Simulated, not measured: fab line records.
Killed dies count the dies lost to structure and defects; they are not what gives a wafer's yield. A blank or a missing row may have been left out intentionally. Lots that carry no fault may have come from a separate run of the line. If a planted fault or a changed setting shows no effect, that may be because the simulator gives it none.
The same fault as seen by 2 desks -- flow n5-finfet -- each desk has only its own numbers; what lay behind them comes last

== THE METROLOGY DESK ==
Lot by lot, what the gauges showed, no matter which tool ran the lot: averages of those sampled wafers that carry a number. A lot is out of limits, marked OUT, if its mean lies more than 4 standard deviations from the usual mean; the brackets give that distance.
Columns: A = cd-nm at N5_SD_EPI_P_CD_MEAS_09, usual 240.2 nm
lot,first seen here,A
L599,day 3 04:54,240.8
L601,day 3 18:26,239.8
L602,day 4 02:22,240.2
L609,day 5 22:05,240.4
L610,day 6 01:23,240.4
L611,day 6 08:46,241.2
L612,day 6 15:55,239.7
L613,day 6 19:01,240.6
L614,day 7 00:23,239.8
L616,day 7 12:28,239.7
L617,day 7 19:13,240.2
L622,day 9 00:01,240.6
This desk's verdict: no lot among the 12 shows anything out of limits.

== THE TOOL OWNER'S DESK: litho-track-05 ==
The tool's own readings at N5_SD_EPI_P_COAT_34 (time 60 s, resist thk 350 nm): means of the sampled wafers that have a number, for each lot that ran on this tool. A lot is out of limits, marked OUT, if its mean lies more than 4 standard deviations from the usual mean; the brackets give that distance.
Columns: A = chill-plate-temp-C at N5_SD_EPI_P_COAT_34, usual 22.99 C; B = dispense-pressure-kPa at N5_SD_EPI_P_COAT_34, usual 48.2 kPa; C = heater-power-total-W at N5_SD_EPI_P_COAT_34, usual 500.5 W; D = plate-temp-C at N5_SD_EPI_P_COAT_34, usual 249.98 C
lot,first seen here,A,B,C,D
L602,day 4 01:59,22.87,47.8,502.0,249.88
L609,day 5 21:43,23.09,47.8,498.9,250.20
L610,day 6 01:01,23.03,47.8,500.6,249.90
L611,day 6 08:23,22.97,47.8,501.6,250.04
L612,day 6 15:33,22.96,47.8,478.7 (-13) OUT,241.73 (-52) OUT
L614,day 7 00:01,22.96,47.8,479.5 (-12) OUT,241.77 (-51) OUT
L616,day 7 12:14,23.23,47.8,479.5 (-12) OUT,241.54 (-53) OUT
This desk's verdict: out of limits on L612, L614, L616, starting with L612 at day 6 15:33 (heater-power-total-W at N5_SD_EPI_P_COAT_34). L602, L609, L610, L611 stayed within limits.

== PUT TOGETHER ==
An alarm could have come from the tool owner's desk at day 6 15:33, on L612, L614, L616.
At the metrology desk, nothing out of limits was observed.
The metrology desk holds a record of L612, L614, L616, inside its limits.
Every lot named ran N5_SD_EPI_P_COAT_34 on litho-track-05.

== WHAT THE SIMULATOR HAD PUT IN ==
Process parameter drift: litho-track-05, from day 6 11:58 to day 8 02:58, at N5_SD_EPI_P_COAT_34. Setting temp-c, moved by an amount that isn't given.
Shown lots that were struck: L612, L614, L616.
Hours from the fault's start to each desk's first reading out of limits: the tool owner's desk, 4.
